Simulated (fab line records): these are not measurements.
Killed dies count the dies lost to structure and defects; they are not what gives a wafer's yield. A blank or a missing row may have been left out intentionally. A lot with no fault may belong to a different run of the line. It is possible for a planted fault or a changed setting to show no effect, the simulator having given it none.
A sampling plan put to the test || flow nand-harc || one fab line, 47 faults that these records tell of, each judged on the records of the lots that it struck; 1 more is left out, because the records don't allow judging it
Plan = the line's own looks (route steps where a gauge or an inspection reads the wafer without altering it). Where struck wafers have a number at a look and the file lists that look's usual mean and standard deviation on fault-free wafers, the look can be judged. Caught: a look later than the fault's first step finds the struck wafers' mean 4 or more of those standard deviations (sigma) from the usual mean. On the tool: the same test on the tool's own readings at the fault's steps. Also counted as caught: the struck wafers showing another recipe, or a record that is empty for them alone.

THE FAULTS, as the simulator had put them in
1. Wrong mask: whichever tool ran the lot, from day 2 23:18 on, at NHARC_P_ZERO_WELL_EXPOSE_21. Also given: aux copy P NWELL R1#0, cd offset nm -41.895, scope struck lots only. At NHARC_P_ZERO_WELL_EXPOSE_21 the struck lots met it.
2. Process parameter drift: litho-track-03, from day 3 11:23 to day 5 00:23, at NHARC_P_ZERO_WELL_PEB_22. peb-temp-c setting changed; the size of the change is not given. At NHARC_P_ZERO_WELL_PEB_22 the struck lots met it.
3. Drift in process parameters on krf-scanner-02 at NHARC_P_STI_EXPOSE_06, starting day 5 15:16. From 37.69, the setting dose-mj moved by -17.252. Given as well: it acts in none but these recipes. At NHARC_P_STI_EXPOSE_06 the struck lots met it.
4. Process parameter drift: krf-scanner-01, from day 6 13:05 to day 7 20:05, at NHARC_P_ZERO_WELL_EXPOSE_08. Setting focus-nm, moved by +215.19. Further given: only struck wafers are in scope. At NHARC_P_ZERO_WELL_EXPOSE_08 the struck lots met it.
5. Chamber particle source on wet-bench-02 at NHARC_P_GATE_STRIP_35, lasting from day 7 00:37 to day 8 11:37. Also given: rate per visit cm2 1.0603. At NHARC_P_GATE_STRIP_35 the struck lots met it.
6. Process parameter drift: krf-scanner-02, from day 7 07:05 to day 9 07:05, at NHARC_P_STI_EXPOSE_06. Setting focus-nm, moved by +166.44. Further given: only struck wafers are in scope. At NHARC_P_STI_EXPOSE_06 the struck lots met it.
7. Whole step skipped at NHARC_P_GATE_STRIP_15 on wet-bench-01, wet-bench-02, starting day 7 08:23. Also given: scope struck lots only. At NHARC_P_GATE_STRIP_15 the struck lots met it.
8. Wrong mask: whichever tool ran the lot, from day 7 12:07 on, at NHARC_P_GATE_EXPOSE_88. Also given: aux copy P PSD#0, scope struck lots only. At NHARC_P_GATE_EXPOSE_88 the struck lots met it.
9. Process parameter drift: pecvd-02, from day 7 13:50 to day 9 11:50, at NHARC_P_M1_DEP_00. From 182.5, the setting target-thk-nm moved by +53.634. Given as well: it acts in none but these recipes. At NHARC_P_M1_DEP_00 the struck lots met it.
10. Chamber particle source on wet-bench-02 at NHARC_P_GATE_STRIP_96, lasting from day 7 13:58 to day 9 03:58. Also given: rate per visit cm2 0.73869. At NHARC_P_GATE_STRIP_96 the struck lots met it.
11. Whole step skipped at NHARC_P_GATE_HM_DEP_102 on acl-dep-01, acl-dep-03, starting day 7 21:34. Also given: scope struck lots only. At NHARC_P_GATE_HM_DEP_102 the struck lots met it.
12. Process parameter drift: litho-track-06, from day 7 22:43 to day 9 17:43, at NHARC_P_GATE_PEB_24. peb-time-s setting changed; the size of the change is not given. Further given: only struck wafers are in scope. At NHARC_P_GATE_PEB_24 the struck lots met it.
13. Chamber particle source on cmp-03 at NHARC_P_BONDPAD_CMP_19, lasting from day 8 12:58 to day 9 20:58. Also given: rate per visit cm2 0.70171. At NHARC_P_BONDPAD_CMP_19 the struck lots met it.
14. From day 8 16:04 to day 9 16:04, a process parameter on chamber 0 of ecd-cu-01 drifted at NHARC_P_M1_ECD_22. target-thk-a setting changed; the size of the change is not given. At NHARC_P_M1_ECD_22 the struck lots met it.
15. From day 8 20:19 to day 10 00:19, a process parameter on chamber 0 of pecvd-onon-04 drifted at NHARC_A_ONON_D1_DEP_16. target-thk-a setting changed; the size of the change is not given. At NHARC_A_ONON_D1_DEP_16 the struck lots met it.
16. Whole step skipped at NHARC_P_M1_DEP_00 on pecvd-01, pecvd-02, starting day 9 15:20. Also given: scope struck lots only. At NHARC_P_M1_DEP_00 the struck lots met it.
17. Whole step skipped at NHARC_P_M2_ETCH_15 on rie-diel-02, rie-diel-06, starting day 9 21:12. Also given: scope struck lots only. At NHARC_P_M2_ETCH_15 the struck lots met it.
18. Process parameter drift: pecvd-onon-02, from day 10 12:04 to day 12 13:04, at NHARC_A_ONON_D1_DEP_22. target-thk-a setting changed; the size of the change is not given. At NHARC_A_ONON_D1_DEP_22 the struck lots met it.
19. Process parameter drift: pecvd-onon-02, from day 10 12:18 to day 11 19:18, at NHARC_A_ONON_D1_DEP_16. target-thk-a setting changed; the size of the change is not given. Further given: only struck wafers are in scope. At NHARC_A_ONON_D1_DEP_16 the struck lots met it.
20. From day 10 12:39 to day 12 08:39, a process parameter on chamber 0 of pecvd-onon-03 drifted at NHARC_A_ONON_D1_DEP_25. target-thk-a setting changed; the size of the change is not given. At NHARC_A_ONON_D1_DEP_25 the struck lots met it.
21. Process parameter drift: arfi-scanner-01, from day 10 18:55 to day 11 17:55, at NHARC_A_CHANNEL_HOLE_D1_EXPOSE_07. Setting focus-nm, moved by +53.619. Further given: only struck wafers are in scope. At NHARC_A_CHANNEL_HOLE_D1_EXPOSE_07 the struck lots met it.
22. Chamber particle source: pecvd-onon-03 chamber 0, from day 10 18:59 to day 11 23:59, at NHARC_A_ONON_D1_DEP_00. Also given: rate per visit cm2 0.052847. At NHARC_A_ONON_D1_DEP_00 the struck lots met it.
23. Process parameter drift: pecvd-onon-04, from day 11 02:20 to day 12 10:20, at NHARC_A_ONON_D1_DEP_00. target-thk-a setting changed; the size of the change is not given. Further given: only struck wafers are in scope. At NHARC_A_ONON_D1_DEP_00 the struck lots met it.
24. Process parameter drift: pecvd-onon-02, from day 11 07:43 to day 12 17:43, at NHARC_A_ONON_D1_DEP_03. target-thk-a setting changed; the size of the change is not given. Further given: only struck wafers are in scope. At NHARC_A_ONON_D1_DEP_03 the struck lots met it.
25. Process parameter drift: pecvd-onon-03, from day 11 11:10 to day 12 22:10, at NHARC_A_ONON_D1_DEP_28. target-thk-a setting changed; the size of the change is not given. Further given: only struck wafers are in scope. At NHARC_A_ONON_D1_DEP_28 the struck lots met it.
26. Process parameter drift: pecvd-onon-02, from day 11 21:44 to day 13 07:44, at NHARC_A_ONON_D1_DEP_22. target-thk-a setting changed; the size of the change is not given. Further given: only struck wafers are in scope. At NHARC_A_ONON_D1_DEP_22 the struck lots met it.
27. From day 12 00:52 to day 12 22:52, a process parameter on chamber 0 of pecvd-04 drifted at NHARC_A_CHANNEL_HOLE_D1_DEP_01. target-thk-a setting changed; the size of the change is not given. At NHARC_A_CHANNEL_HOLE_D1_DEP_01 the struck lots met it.
28. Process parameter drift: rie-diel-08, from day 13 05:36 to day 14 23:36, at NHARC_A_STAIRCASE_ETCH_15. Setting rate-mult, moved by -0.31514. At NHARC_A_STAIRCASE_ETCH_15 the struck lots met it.
29. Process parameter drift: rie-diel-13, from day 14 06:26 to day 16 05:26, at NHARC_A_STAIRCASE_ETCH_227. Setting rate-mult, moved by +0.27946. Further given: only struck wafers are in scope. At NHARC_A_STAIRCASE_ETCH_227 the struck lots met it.
30. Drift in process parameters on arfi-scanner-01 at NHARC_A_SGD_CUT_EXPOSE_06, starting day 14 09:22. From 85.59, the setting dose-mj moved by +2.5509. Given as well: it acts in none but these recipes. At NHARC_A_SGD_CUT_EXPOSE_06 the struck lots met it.
31. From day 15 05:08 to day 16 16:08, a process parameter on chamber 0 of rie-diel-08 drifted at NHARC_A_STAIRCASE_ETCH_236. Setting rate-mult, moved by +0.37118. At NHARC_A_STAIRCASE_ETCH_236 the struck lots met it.
32. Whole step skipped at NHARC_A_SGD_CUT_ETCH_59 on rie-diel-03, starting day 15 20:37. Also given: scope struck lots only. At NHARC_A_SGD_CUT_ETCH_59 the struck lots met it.
33. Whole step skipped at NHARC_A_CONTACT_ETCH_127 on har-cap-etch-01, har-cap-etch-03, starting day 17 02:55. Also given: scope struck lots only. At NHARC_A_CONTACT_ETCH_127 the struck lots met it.
34. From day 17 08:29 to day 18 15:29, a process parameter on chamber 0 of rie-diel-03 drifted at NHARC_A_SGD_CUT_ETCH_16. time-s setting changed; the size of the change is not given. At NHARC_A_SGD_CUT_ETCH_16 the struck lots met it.
35. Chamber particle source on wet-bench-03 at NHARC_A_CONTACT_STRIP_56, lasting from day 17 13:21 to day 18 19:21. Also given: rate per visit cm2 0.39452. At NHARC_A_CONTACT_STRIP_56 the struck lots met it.
36. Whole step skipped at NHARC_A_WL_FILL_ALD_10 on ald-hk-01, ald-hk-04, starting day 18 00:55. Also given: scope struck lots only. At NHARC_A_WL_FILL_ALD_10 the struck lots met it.
37. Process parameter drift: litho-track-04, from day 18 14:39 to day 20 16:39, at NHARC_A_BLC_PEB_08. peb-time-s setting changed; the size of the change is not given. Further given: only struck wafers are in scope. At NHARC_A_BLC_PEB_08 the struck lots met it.
38. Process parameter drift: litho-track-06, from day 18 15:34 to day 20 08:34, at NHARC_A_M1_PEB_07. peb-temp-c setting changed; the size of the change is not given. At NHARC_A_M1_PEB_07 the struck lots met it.
39. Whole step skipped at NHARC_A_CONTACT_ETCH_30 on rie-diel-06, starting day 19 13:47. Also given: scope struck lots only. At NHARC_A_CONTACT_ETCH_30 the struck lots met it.
40. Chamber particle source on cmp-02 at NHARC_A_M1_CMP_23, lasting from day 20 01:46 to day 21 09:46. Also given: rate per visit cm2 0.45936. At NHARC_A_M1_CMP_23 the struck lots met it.
41. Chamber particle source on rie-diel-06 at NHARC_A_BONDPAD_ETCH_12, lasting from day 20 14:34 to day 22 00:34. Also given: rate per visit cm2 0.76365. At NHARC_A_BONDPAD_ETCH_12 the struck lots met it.
42. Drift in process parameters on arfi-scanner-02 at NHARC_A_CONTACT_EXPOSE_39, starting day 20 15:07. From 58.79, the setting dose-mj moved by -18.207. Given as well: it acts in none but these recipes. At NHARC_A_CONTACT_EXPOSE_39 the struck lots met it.
43. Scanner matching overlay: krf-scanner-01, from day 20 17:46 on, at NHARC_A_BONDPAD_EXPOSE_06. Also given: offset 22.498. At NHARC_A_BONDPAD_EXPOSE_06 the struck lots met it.
44. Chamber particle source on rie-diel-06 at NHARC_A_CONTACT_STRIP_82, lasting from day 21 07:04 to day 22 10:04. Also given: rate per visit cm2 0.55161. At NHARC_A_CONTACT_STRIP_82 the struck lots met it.
45. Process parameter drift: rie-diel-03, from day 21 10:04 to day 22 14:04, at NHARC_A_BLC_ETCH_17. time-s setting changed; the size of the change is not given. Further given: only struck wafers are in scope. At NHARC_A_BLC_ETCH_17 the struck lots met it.
46. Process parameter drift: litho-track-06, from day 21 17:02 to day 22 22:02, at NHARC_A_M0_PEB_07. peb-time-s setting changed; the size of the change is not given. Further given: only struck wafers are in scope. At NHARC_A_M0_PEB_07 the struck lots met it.
47. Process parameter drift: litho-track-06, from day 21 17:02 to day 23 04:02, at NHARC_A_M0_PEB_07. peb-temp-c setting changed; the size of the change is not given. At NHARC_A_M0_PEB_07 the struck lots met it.

WHAT THE PLAN SAW
{"fault": 1, "on the tool itself": "no reading that can be judged", "first look that catches it": "NHARC_P_ZERO_WELL_CD_MEAS_24", "reading, sigma": "cd-nm -29", "median hours from its first step to that look": 0.2, "hours from the fault's start to the first struck lot there": 3, "judged looks passed uncaught": 0}
{"fault": 2, "on the tool itself": "plate-temp-C +18 sigma", "first look that catches it": "not the one look that can be judged after it", "reading, sigma": "strongest: cd-nm at NHARC_P_ZERO_WELL_CD_MEAS_24, +2.6", "median hours from its first step to that look": "-", "hours from the fault's start to the first struck lot there": "-", "judged looks passed uncaught": 1}
{"fault": 3, "on the tool itself": "exposure-dose-mJ-cm2 -99 or beyond sigma", "first look that catches it": "NHARC_P_STI_CD_MEAS_09", "reading, sigma": "cd-nm -64", "median hours from its first step to that look": 0.1, "hours from the fault's start to the first struck lot there": 11, "judged looks passed uncaught": 0}
{"fault": 4, "on the tool itself": "under 2 sigma", "first look that catches it": "NHARC_P_ZERO_WELL_CD_MEAS_11", "reading, sigma": "cd-nm +4.1", "median hours from its first step to that look": 0.2, "hours from the fault's start to the first struck lot there": 6, "judged looks passed uncaught": 0}
{"fault": 5, "on the tool itself": "under 2 sigma", "first look that catches it": "NHARC_P_GATE_INSPECT_68", "reading, sigma": "raw-defect-count +7.6", "median hours from its first step to that look": 18.4, "hours from the fault's start to the first struck lot there": 28, "judged looks passed uncaught": 0}
{"fault": 6, "on the tool itself": "no reading that can be judged", "first look that catches it": "NHARC_P_STI_CD_MEAS_09", "reading, sigma": "cd-nm -4.0", "median hours from its first step to that look": 0.2, "hours from the fault's start to the first struck lot there": 6, "judged looks passed uncaught": 0}
{"fault": 7, "on the tool itself": "the tool's record is blank for the struck wafers", "first look that catches it": "NHARC_END_SORT_01", "reading, sigma": "killed-at-periphery +99 or beyond", "median hours from its first step to that look": 372.6, "hours from the fault's start to the first struck lot there": 357, "judged looks passed uncaught": 0}
{"fault": 8, "on the tool itself": "under 2 sigma", "first look that catches it": "NHARC_END_SORT_01", "reading, sigma": "killed-at-periphery +99 or beyond", "median hours from its first step to that look": 340.5, "hours from the fault's start to the first struck lot there": 347, "judged looks passed uncaught": 0}
{"fault": 9, "on the tool itself": "no reading that can be judged", "first look that catches it": "NHARC_END_SORT_01", "reading, sigma": "killed-at-periphery +99 or beyond", "median hours from its first step to that look": 322.6, "hours from the fault's start to the first struck lot there": 324, "judged looks passed uncaught": 0}
{"fault": 10, "on the tool itself": "no reading that can be judged", "first look that catches it": "NHARC_P_GATE_INSPECT_68", "reading, sigma": "raw-defect-count +4.7", "median hours from its first step to that look": 1.6, "hours from the fault's start to the first struck lot there": 9, "judged looks passed uncaught": 0}
{"fault": 11, "on the tool itself": "the tool's record is blank for the struck wafers", "first look that catches it": "NHARC_P_GATE_INSPECT_68", "reading, sigma": "raw-defect-count +33", "median hours from its first step to that look": 22.0, "hours from the fault's start to the first struck lot there": 21, "judged looks passed uncaught": 0}
{"fault": 12, "on the tool itself": "heater-power-total-W +41 sigma", "first look that catches it": "NHARC_P_GATE_CD_MEAS_26", "reading, sigma": "cd-nm +16", "median hours from its first step to that look": 0.1, "hours from the fault's start to the first struck lot there": 0, "judged looks passed uncaught": 0}
{"fault": 13, "on the tool itself": "under 2 sigma", "first look that catches it": "NHARC_P_BONDPAD_INSPECT_23", "reading, sigma": "raw-defect-count +4.3", "median hours from its first step to that look": 0.5, "hours from the fault's start to the first struck lot there": 1, "judged looks passed uncaught": 1}
{"fault": 14, "on the tool itself": "under 2 sigma", "first look that catches it": "no look after it can be judged", "reading, sigma": "-", "median hours from its first step to that look": "-", "hours from the fault's start to the first struck lot there": "-", "judged looks passed uncaught": 0}
{"fault": 15, "on the tool itself": "no reading that can be judged", "first look that catches it": "NHARC_A_ONON_D1_THK_MEAS_18", "reading, sigma": "thk-nm +94", "median hours from its first step to that look": 0.5, "hours from the fault's start to the first struck lot there": 5, "judged looks passed uncaught": 0}
{"fault": 16, "on the tool itself": "the tool's record is blank for the struck wafers", "first look that catches it": "NHARC_END_SORT_01", "reading, sigma": "killed-at-periphery +99 or beyond", "median hours from its first step to that look": 332.9, "hours from the fault's start to the first struck lot there": 328, "judged looks passed uncaught": 0}
{"fault": 17, "on the tool itself": "the tool's record is blank for the struck wafers", "first look that catches it": "NHARC_END_SORT_01", "reading, sigma": "killed-at-periphery +99 or beyond", "median hours from its first step to that look": 330.1, "hours from the fault's start to the first struck lot there": 330, "judged looks passed uncaught": 0}
{"fault": 18, "on the tool itself": "under 2 sigma", "first look that catches it": "NHARC_A_ONON_D1_THK_MEAS_24", "reading, sigma": "thk-nm -36", "median hours from its first step to that look": 0.4, "hours from the fault's start to the first struck lot there": 14, "judged looks passed uncaught": 0}
{"fault": 19, "on the tool itself": "no reading that can be judged", "first look that catches it": "NHARC_A_ONON_D1_THK_MEAS_18", "reading, sigma": "thk-nm +46", "median hours from its first step to that look": 0.5, "hours from the fault's start to the first struck lot there": 5, "judged looks passed uncaught": 0}
{"fault": 20, "on the tool itself": "under 2 sigma", "first look that catches it": "NHARC_A_ONON_D1_THK_MEAS_27", "reading, sigma": "thk-nm +61", "median hours from its first step to that look": 0.4, "hours from the fault's start to the first struck lot there": 14, "judged looks passed uncaught": 0}
{"fault": 21, "on the tool itself": "under 2 sigma", "first look that catches it": "none of the 2 looks that can be judged after it", "reading, sigma": "strongest: cd-nm at NHARC_A_CHANNEL_HOLE_D1_CD_MEAS_10, +3.2", "median hours from its first step to that look": "-", "hours from the fault's start to the first struck lot there": "-", "judged looks passed uncaught": 2}
{"fault": 22, "on the tool itself": "no reading that can be judged", "first look that catches it": "none of the 12 looks that can be judged after it", "reading, sigma": "strongest: killed-at-array at NHARC_END_SORT_01, +2.1", "median hours from its first step to that look": "-", "hours from the fault's start to the first struck lot there": "-", "judged looks passed uncaught": 12}
{"fault": 23, "on the tool itself": "no reading that can be judged", "first look that catches it": "NHARC_A_ONON_D1_THK_MEAS_02", "reading, sigma": "thk-nm +37", "median hours from its first step to that look": 0.5, "hours from the fault's start to the first struck lot there": 13, "judged looks passed uncaught": 0}
{"fault": 24, "on the tool itself": "under 2 sigma", "first look that catches it": "none of the 2 looks that can be judged after it", "reading, sigma": "strongest: thk-nm at NHARC_A_ONON_D1_THK_MEAS_05, +3.8", "median hours from its first step to that look": "-", "hours from the fault's start to the first struck lot there": "-", "judged looks passed uncaught": 2}
{"fault": 25, "on the tool itself": "under 2 sigma", "first look that catches it": "NHARC_A_ONON_D1_THK_MEAS_30", "reading, sigma": "thk-nm +7.2", "median hours from its first step to that look": 0.4, "hours from the fault's start to the first struck lot there": 9, "judged looks passed uncaught": 0}
{"fault": 26, "on the tool itself": "no reading that can be judged", "first look that catches it": "NHARC_A_ONON_D1_THK_MEAS_24", "reading, sigma": "thk-nm +5.7", "median hours from its first step to that look": 0.5, "hours from the fault's start to the first struck lot there": 4, "judged looks passed uncaught": 0}
{"fault": 27, "on the tool itself": "under 2 sigma", "first look that catches it": "NHARC_END_SORT_01", "reading, sigma": "killed-at-array +53", "median hours from its first step to that look": 278.3, "hours from the fault's start to the first struck lot there": 279, "judged looks passed uncaught": 0}
{"fault": 28, "on the tool itself": "oes-product-au -16 sigma", "first look that catches it": "NHARC_END_SORT_01", "reading, sigma": "killed-at-array +53", "median hours from its first step to that look": 208.2, "hours from the fault's start to the first struck lot there": 215, "judged looks passed uncaught": 0}
{"fault": 29, "on the tool itself": "oes-product-au +17 sigma", "first look that catches it": "NHARC_END_SORT_01", "reading, sigma": "killed-at-array +46", "median hours from its first step to that look": 207.1, "hours from the fault's start to the first struck lot there": 227, "judged looks passed uncaught": 0}
{"fault": 30, "on the tool itself": "exposure-dose-mJ-cm2 +16 sigma", "first look that catches it": "not the one look that can be judged after it", "reading, sigma": "strongest: cd-nm at NHARC_A_SGD_CUT_CD_MEAS_09, +3.8", "median hours from its first step to that look": "-", "hours from the fault's start to the first struck lot there": "-", "judged looks passed uncaught": 1}
{"fault": 31, "on the tool itself": "oes-product-au +25 sigma", "first look that catches it": "NHARC_END_SORT_01", "reading, sigma": "killed-at-array +53", "median hours from its first step to that look": 197.1, "hours from the fault's start to the first struck lot there": 197, "judged looks passed uncaught": 0}
{"fault": 32, "on the tool itself": "the tool's record is blank for the struck wafers", "first look that catches it": "NHARC_END_SORT_01", "reading, sigma": "killed-at-array +53", "median hours from its first step to that look": 140.6, "hours from the fault's start to the first struck lot there": 144, "judged looks passed uncaught": 0}
{"fault": 33, "on the tool itself": "the tool's record is blank for the struck wafers", "first look that catches it": "NHARC_END_SORT_01", "reading, sigma": "killed-at-array +53", "median hours from its first step to that look": 61.6, "hours from the fault's start to the first struck lot there": 59, "judged looks passed uncaught": 0}
{"fault": 34, "on the tool itself": "run-length-s +30 sigma", "first look that catches it": "NHARC_END_SORT_01", "reading, sigma": "killed-dies +53", "median hours from its first step to that look": 132.6, "hours from the fault's start to the first struck lot there": 145, "judged looks passed uncaught": 0}
{"fault": 35, "on the tool itself": "under 2 sigma", "first look that catches it": "NHARC_END_SORT_01", "reading, sigma": "killed-at-array +4.5", "median hours from its first step to that look": 71.4, "hours from the fault's start to the first struck lot there": 76, "judged looks passed uncaught": 0}
{"fault": 36, "on the tool itself": "the tool's record is blank for the struck wafers", "first look that catches it": "NHARC_END_SORT_01", "reading, sigma": "killed-at-array +53", "median hours from its first step to that look": 101.3, "hours from the fault's start to the first struck lot there": 100, "judged looks passed uncaught": 0}
{"fault": 37, "on the tool itself": "under 2 sigma", "first look that catches it": "NHARC_A_BLC_CD_MEAS_10", "reading, sigma": "cd-nm +11", "median hours from its first step to that look": 0.1, "hours from the fault's start to the first struck lot there": 19, "judged looks passed uncaught": 0}
{"fault": 38, "on the tool itself": "plate-temp-C -99 or beyond sigma", "first look that catches it": "NHARC_A_M1_CD_MEAS_09", "reading, sigma": "cd-nm -99 or beyond", "median hours from its first step to that look": 0.1, "hours from the fault's start to the first struck lot there": 14, "judged looks passed uncaught": 0}
{"fault": 39, "on the tool itself": "the tool's record is blank for the struck wafers", "first look that catches it": "NHARC_END_SORT_01", "reading, sigma": "killed-at-array +53", "median hours from its first step to that look": 63.7, "hours from the fault's start to the first struck lot there": 63, "judged looks passed uncaught": 0}
{"fault": 40, "on the tool itself": "under 2 sigma", "first look that catches it": "NHARC_END_SORT_01", "reading, sigma": "sort-rim-yield-pct -21", "median hours from its first step to that look": 50.3, "hours from the fault's start to the first struck lot there": 55, "judged looks passed uncaught": 2}
{"fault": 41, "on the tool itself": "under 2 sigma", "first look that catches it": "NHARC_END_SORT_01", "reading, sigma": "sort_bin_3_pct +13", "median hours from its first step to that look": 38.5, "hours from the fault's start to the first struck lot there": 39, "judged looks passed uncaught": 1}
{"fault": 42, "on the tool itself": "exposure-dose-mJ-cm2 -99 or beyond sigma", "first look that catches it": "NHARC_A_CONTACT_CD_MEAS_42", "reading, sigma": "cd-nm -30", "median hours from its first step to that look": 0.1, "hours from the fault's start to the first struck lot there": 5, "judged looks passed uncaught": 0}
{"fault": 43, "on the tool itself": "under 2 sigma", "first look that catches it": "NHARC_A_BONDPAD_OVL_MEAS_35", "reading, sigma": "overlay-x-nm +4.7", "median hours from its first step to that look": 0.3, "hours from the fault's start to the first struck lot there": 2, "judged looks passed uncaught": 0}
{"fault": 44, "on the tool itself": "under 2 sigma", "first look that catches it": "NHARC_END_SORT_01", "reading, sigma": "killed-dies +6.6", "median hours from its first step to that look": 58.4, "hours from the fault's start to the first struck lot there": 65, "judged looks passed uncaught": 0}
{"fault": 45, "on the tool itself": "run-length-s -99 or beyond sigma", "first look that catches it": "not the one look that can be judged after it", "reading, sigma": "strongest: killed-at-array at NHARC_END_SORT_01, +2.6", "median hours from its first step to that look": "-", "hours from the fault's start to the first struck lot there": "-", "judged looks passed uncaught": 1}
{"fault": 46, "on the tool itself": "heater-power-total-W +8.7 sigma", "first look that catches it": "none of the 2 looks that can be judged after it", "reading, sigma": "strongest: cd-nm at NHARC_A_M0_CD_MEAS_09, -3.5", "median hours from its first step to that look": "-", "hours from the fault's start to the first struck lot there": "-", "judged looks passed uncaught": 2}
{"fault": 47, "on the tool itself": "plate-temp-C -24 sigma", "first look that catches it": "NHARC_A_M0_CD_MEAS_09", "reading, sigma": "cd-nm -24", "median hours from its first step to that look": 0.1, "hours from the fault's start to the first struck lot there": 3, "judged looks passed uncaught": 0}
A dash: the fault is not caught, or the number is missing from these records.

Caught at a look: 39 of 47. Caught on the tool: 21 of 47. By one or the other: 43 of 47.
On the tool alone, faults 2, 30, 45, 46 were caught.
Caught at a look alone: faults 1, 4, 5, 6, 8, 9, 10, 13, 15, 18, 19, 20, 23, 25, 26, 27, 35, 37, 40, 41, 43, 44.
Caught by neither: faults 14, 21, 22, 24.

THINNER SAMPLING
In the worst case, this is how late the first struck lot would be measured if the look that catches a fault measured only every second or every third lot, by lot number:
{"fault": 1, "struck lots at that look, in order of time": "L717", "every lot": "3 h", "every second lot": "may miss it", "every third lot": "may miss it"}
{"fault": 3, "struck lots at that look, in order of time": "L815, L817", "every lot": "11 h", "every second lot": "may miss all 2", "every third lot": "may miss all 2"}
{"fault": 4, "struck lots at that look, in order of time": "L145, L146", "every lot": "6 h", "every second lot": "12 h", "every third lot": "may miss all 2"}
{"fault": 5, "struck lots at that look, in order of time": "L307, L310", "every lot": "28 h", "every second lot": "46 h", "every third lot": "may miss all 2"}
{"fault": 6, "struck lots at that look, in order of time": "L242", "every lot": "6 h", "every second lot": "may miss it", "every third lot": "may miss it"}
{"fault": 7, "struck lots at that look, in order of time": "L150, L151", "every lot": "357 h", "every second lot": "389 h", "every third lot": "may miss all 2"}
{"fault": 8, "struck lots at that look, in order of time": "L887", "every lot": "347 h", "every second lot": "may miss it", "every third lot": "may miss it"}
{"fault": 9, "struck lots at that look, in order of time": "L807, L809, L810", "every lot": "324 h", "every second lot": "359 h", "every third lot": "may miss all 3"}
{"fault": 10, "struck lots at that look, in order of time": "L363, L369", "every lot": "9 h", "every second lot": "may miss all 2", "every third lot": "may miss all 2"}
{"fault": 11, "struck lots at that look, in order of time": "L889, L890, L892", "every lot": "21 h", "every second lot": "25 h", "every third lot": "may miss all 3"}
{"fault": 12, "struck lots at that look, in order of time": "L464, L465, L468", "every lot": "0 h", "every second lot": "3 h", "every third lot": "may miss all 3"}
{"fault": 13, "struck lots at that look, in order of time": "L947, L951", "every lot": "1 h", "every second lot": "may miss all 2", "every third lot": "may miss all 2"}
{"fault": 15, "struck lots at that look, in order of time": "L871, L875", "every lot": "5 h", "every second lot": "may miss all 2", "every third lot": "may miss all 2"}
{"fault": 16, "struck lots at that look, in order of time": "L296, L295", "every lot": "328 h", "every second lot": "336 h", "every third lot": "may miss all 2"}
{"fault": 17, "struck lots at that look, in order of time": "L287, L289", "every lot": "330 h", "every second lot": "may miss all 2", "every third lot": "may miss all 2"}
{"fault": 18, "struck lots at that look, in order of time": "L889, L893", "every lot": "14 h", "every second lot": "may miss all 2", "every third lot": "may miss all 2"}
{"fault": 19, "struck lots at that look, in order of time": "L986, L987, L991", "every lot": "5 h", "every second lot": "13 h", "every third lot": "30 h"}
{"fault": 20, "struck lots at that look, in order of time": "L119, L121", "every lot": "14 h", "every second lot": "may miss all 2", "every third lot": "may miss all 2"}
{"fault": 23, "struck lots at that look, in order of time": "L845, L848", "every lot": "13 h", "every second lot": "32 h", "every third lot": "may miss all 2"}
{"fault": 25, "struck lots at that look, in order of time": "L763, L765", "every lot": "9 h", "every second lot": "may miss all 2", "every third lot": "may miss all 2"}
{"fault": 26, "struck lots at that look, in order of time": "L653, L655, L656", "every lot": "4 h", "every second lot": "28 h", "every third lot": "may miss all 3"}
{"fault": 27, "struck lots at that look, in order of time": "L913", "every lot": "279 h", "every second lot": "may miss it", "every third lot": "may miss it"}
{"fault": 28, "struck lots at that look, in order of time": "L947, L952", "every lot": "215 h", "every second lot": "242 h", "every third lot": "may miss all 2"}
{"fault": 29, "struck lots at that look, in order of time": "L472, L477", "every lot": "227 h", "every second lot": "250 h", "every third lot": "may miss all 2"}
{"fault": 31, "struck lots at that look, in order of time": "L314, L311", "every lot": "197 h", "every second lot": "204 h", "every third lot": "may miss all 2"}
{"fault": 32, "struck lots at that look, in order of time": "L917, L919", "every lot": "144 h", "every second lot": "may miss all 2", "every third lot": "may miss all 2"}
{"fault": 33, "struck lots at that look, in order of time": "L609, L608", "every lot": "59 h", "every second lot": "66 h", "every third lot": "may miss all 2"}
{"fault": 34, "struck lots at that look, in order of time": "L325, L327", "every lot": "145 h", "every second lot": "may miss all 2", "every third lot": "may miss all 2"}
{"fault": 35, "struck lots at that look, in order of time": "L664, L665", "every lot": "76 h", "every second lot": "104 h", "every third lot": "may miss all 2"}
{"fault": 36, "struck lots at that look, in order of time": "L157, L159", "every lot": "100 h", "every second lot": "may miss all 2", "every third lot": "may miss all 2"}
{"fault": 37, "struck lots at that look, in order of time": "L135, L137, L140", "every lot": "19 h", "every second lot": "34 h", "every third lot": "may miss all 3"}
{"fault": 38, "struck lots at that look, in order of time": "L155, L158", "every lot": "14 h", "every second lot": "37 h", "every third lot": "may miss all 2"}
{"fault": 39, "struck lots at that look, in order of time": "L617, L618", "every lot": "63 h", "every second lot": "71 h", "every third lot": "may miss all 2"}
{"fault": 40, "struck lots at that look, in order of time": "L184, L185", "every lot": "55 h", "every second lot": "62 h", "every third lot": "may miss all 2"}
{"fault": 41, "struck lots at that look, in order of time": "L497, L500", "every lot": "39 h", "every second lot": "71 h", "every third lot": "may miss all 2"}
{"fault": 42, "struck lots at that look, in order of time": "L649, L648, L646", "every lot": "5 h", "every second lot": "10 h", "every third lot": "may miss all 3"}
{"fault": 43, "struck lots at that look, in order of time": "L603, L605", "every lot": "2 h", "every second lot": "may miss all 2", "every third lot": "may miss all 2"}
{"fault": 44, "struck lots at that look, in order of time": "L635, L633", "every lot": "65 h", "every second lot": "may miss all 2", "every third lot": "may miss all 2"}
{"fault": 47, "struck lots at that look, in order of time": "L204, L209", "every lot": "3 h", "every second lot": "12 h", "every third lot": "may miss all 2"}
Hours are from the fault's start to the first struck lot that is measured. The test against the limit of 4 sigma pooled every struck wafer, which means one lot taken alone may stay below that limit. Other struck lots may not be in these records.

THE LONGEST TIMED WAY FROM STEP TO LOOK
Fault 7: the median time between NHARC_P_GATE_STRIP_15 and NHARC_END_SORT_01 is 372.6 hours. No look between them can be judged.
